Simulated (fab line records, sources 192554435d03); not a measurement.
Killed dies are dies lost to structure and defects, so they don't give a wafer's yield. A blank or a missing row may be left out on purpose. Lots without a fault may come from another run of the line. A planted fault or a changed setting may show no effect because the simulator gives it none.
Split-lot experiment | flow n5_finfet | 7 lots, 39 wafers read, on a route of 1938 steps

THE SPLIT
At N5_GATE_CUT_ETCH_58 (etches SiNx in CH3F/O2, target depth 17 nm, time 128.6 s), the setting target_depth_a was moved away from the recipe's 170 angstrom on 15 of the 39 wafers read, by -50.9% to -24.5%. The other wafers ran this setting at the recipe's value.

The reading is taken at the split's own step.

THE READING
SiNx_of_SDB_ALD_29.thk_nm (the simulator's own value, which no gauge read), in nm, at N5_GATE_CUT_ETCH_58 (etches SiNx in CH3F/O2, target depth 17 nm, time 128.6 s). The file gives no usual value for it. The 24 wafers here that ran the recipe average 24.6 nm, standard deviation 0.14 nm.

wafer  | tool, chamber at the split | target_depth_a as run, angstrom | against the recipe | SiNx_of_SDB_ALD_29.thk_nm, nm | against lot-mates on the recipe
L074.1 | rie_diel-01, 3             | 170                             | recipe             | 24.6                          | -
L074.2 | rie_diel-01, 0             | 170                             | recipe             | 24.6                          | -
L074.3 | rie_diel-01, 1             | 170                             | recipe             | 24.6                          | -
L074.4 | rie_diel-01, 0             | 114.5                           | -32.6%             | 25.4                          | +0.8
L074.5 | rie_diel-01, 3             | 114.5                           | -32.6%             | 25.4                          | +0.8
L074.6 | rie_diel-01, 1             | 114.5                           | -32.6%             | 25.4                          | +0.8
L076.1 | rie_diel-05, 0             | 128.4                           | -24.5%             | 25                            | +0.5
L076.2 | rie_diel-05, 3             | 128.4                           | -24.5%             | 25.2                          | +0.7
L076.3 | rie_diel-05, 1             | 128.4                           | -24.5%             | 25.2                          | +0.7
L076.4 | rie_diel-05, 2             | 170                             | recipe             | 24.4                          | -
L076.5 | rie_diel-05, 3             | 170                             | recipe             | 24.6                          | -
L076.6 | rie_diel-05, 2             | 170                             | recipe             | 24.4                          | -
L080.1 | rie_diel-05, 1             | 105                             | -38.2%             | 25.8                          | +1.1
L080.2 | rie_diel-05, 0             | 105                             | -38.2%             | 25.6                          | +0.9
L080.3 | rie_diel-05, 2             | 105                             | -38.2%             | 25.6                          | +0.9
L080.4 | rie_diel-05, 3             | 170                             | recipe             | 24.8                          | -
L080.5 | rie_diel-05, 2             | 170                             | recipe             | 24.8                          | -
L080.6 | rie_diel-05, 1             | 170                             | recipe             | 24.6                          | -
L081.1 | rie_diel-05, 1             | 170                             | recipe             | 24.4                          | -
L081.4 | rie_diel-05, 0             | 170                             | recipe             | 24.8                          | -
L081.5 | rie_diel-05, 0             | 170                             | recipe             | 24.6                          | -
L084.1 | rie_diel-01, 2             | 103.9                           | -38.9%             | 25.8                          | +1.1
L084.2 | rie_diel-01, 1             | 170                             | recipe             | 24.6                          | -
L084.3 | rie_diel-01, 3             | 170                             | recipe             | 24.6                          | -
L084.4 | rie_diel-01, 3             | 103.9                           | -38.9%             | 25.4                          | +0.7
L084.5 | rie_diel-01, 1             | 103.9                           | -38.9%             | 25.6                          | +0.9
L084.6 | rie_diel-01, 2             | 170                             | recipe             | 24.8                          | -
L087.1 | rie_diel-02, 1             | 170                             | recipe             | 24.8                          | -
L087.2 | rie_diel-02, 2             | 170                             | recipe             | 24.6                          | -
L087.3 | rie_diel-02, 0             | 170                             | recipe             | 24.6                          | -
L087.4 | rie_diel-02, 1             | 170                             | recipe             | 24.8                          | -
L087.5 | rie_diel-02, 2             | 170                             | recipe             | 24.8                          | -
L087.6 | rie_diel-02, 0             | 170                             | recipe             | 24.6                          | -
L097.1 | rie_diel-01, 3             | 170                             | recipe             | 24.8                          | -
L097.2 | rie_diel-01, 1             | 83.44                           | -50.9%             | 25.8                          | +1.2
L097.3 | rie_diel-01, 0             | 170                             | recipe             | 24.4                          | -
L097.4 | rie_diel-01, 2             | 83.44                           | -50.9%             | 26                            | +1.4
L097.5 | rie_diel-01, 3             | 170                             | recipe             | 24.6                          | -
L097.6 | rie_diel-01, 0             | 83.44                           | -50.9%             | 26                            | +1.4

THE FIT
A straight line over all 39 wafers: SiNx_of_SDB_ALD_29.thk_nm changes by -0.0251 nm for each +1% of target_depth_a; r = -0.96; the points scatter about the line by 0.14 nm.
The same after taking each lot's own level away (the mean of its wafers on the recipe; 39 wafers): -0.0252 nm for each +1%; r = -0.97; scatter 0.11 nm.
On that fit, the largest move of target_depth_a shifts the reading by 1.3 nm.
The lots' own levels span 24.47 to 24.73 nm, that is 1.9 times the standard deviation above.
So the lot-to-lot level changes the slope little: the two slopes agree.
Check: with one of the wafers moved furthest among these (-50.9%) left out of the fit, the line predicts +1.3 nm for it against its lot-mates. It came out at +1.2 nm against them.

OTHER SPLITS ON THESE WAFERS
These wafers also went through other splits before the reading. Each is held against what the fit with the lots' levels taken away leaves over:
other split on the same wafers        | wafers away from the commonest value | r with SiNx_of_SDB_ALD_29.thk_nm (lot level and that fit taken away)
N5_FIN_SAQP_SPACER1_ALD_24 ald_cycles | 18                                   | +0.13
N5_STI_FIN_REVEAL_ALD_00 target_thk_a | 12                                   | +0.19

THE WHOLE CHAIN: every reading that the file lists as answering this split, in the file's order
step                | what it does                                             | reading                                                                    | change (the file's fit)                | r (the file's)
N5_GATE_CUT_ETCH_58 | etches SiNx in CH3F/O2, target depth 17 nm, time 128.6 s | etch.depth_nm (the simulator's own value, which no gauge read)             | +0.167 nm for each +1% of the setting  | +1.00
N5_GATE_CUT_ETCH_58 | etches SiNx in CH3F/O2, target depth 17 nm, time 128.6 s | SiNx_of_SDB_ALD_29.thk_nm (the simulator's own value, which no gauge read) | -0.0252 nm for each +1% of the setting | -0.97

THE FILE'S OWN FIT
SiNx_of_SDB_ALD_29.thk_nm changes by -0.0252 nm for each +1% of target_depth_a, r = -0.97.
